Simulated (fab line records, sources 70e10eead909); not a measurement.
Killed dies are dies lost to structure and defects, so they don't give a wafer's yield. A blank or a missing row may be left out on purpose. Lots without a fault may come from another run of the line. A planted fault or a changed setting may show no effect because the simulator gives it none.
A struck lot beside a sound one | flow nand_harc | 13 steps out of a route of 1302
Sound: wafers L490.1, L490.4, L490.5. Struck: wafers L486.1, L486.3, L486.4. The cause comes at the end.
At each step with rows: each side's tool, then ch and its chambers, then its first start. Under that, the readings that differ: sound wafers | struck wafers | difference of the means | sigmas: that difference in standard deviations of wafers without a fault.
alike: readings whose means differ by less than 2 such deviations, and words and numbers that are the same on both sides. not compared: withheld readings, readings that some wafer has no value for, bounds like >300 that may hide the same value, and numbers for which the record gives no deviation and whose values overlap.
The two part at a step that has a row with sigmas, a row that says differs or no value, or rows on one side only. Numbers that don't overlap but have no deviation are shown without sigmas and don't part them. A reading that every wafer of one side lacks parts them only if that side has two wafers or more.

NHARC_A_BLC_CVD_24: deposits W, target thk 150 nm, time 434 s.
  sound on cvd_w-02 ch 1; struck on cvd_w-02 ch 0,1
  alike: chamber_pressure_Torr, heater_power_w, throttle_valve_pct
NHARC_A_BLC_CMP_25: polishes, t overpolish 30 s, target thk 150 nm.
  sound on cmp-02 ch 1,3, day 27 22:27; struck on cmp-02 ch 0,2,3, day 24 22:24
  alike: motor_current_A, overpolish_run_s, time_to_endpoint_s
then, 1 step without rows for these wafers: NHARC_A_BLC_SRD_27.
NHARC_A_BLC_INSPECT_28:
  sound on defect_inspect-02, day 27 22:51; struck on defect_inspect-01, day 24 22:47
  alike: raw_defect_count
then, 7 steps without rows for these wafers: NHARC_A_M0_DEP_00 (deposits SiOC, target thk 150 nm); NHARC_A_M0_DEHYDRATE_01 (time 120 s); NHARC_A_M0_HMDS_02 (time 30 s); NHARC_A_M0_COAT_33 (time 65 s); NHARC_A_M0_COAT_03 (resist thk 90 nm); NHARC_A_M0_SOFTBAKE_04 (time 55 s); NHARC_A_M0_EBR_05.
NHARC_A_M0_EXPOSE_06: exposes mask A M0, target cd 80 nm.
  sound on arfi_scanner-01 ch 0, day 27 23:29; struck on arfi_scanner-02, day 24 23:25
  no value came back on the struck wafers for exposure_dose_mJ_cm2, focus_offset_nm (nm), na; on the sound wafers exposure_dose_mJ_cm2 reads 83.17 83.26 83.28
  alike: mask
then, 1 step without rows for these wafers: NHARC_A_M0_PEB_07 (peb time 65 s).

WHERE THEY PART
Only at NHARC_A_M0_EXPOSE_06, within this record.

WHY: what the simulator had put in
Skipped step whole: arfi_scanner-02, from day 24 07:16 on, at NHARC_A_M0_EXPOSE_06. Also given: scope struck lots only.
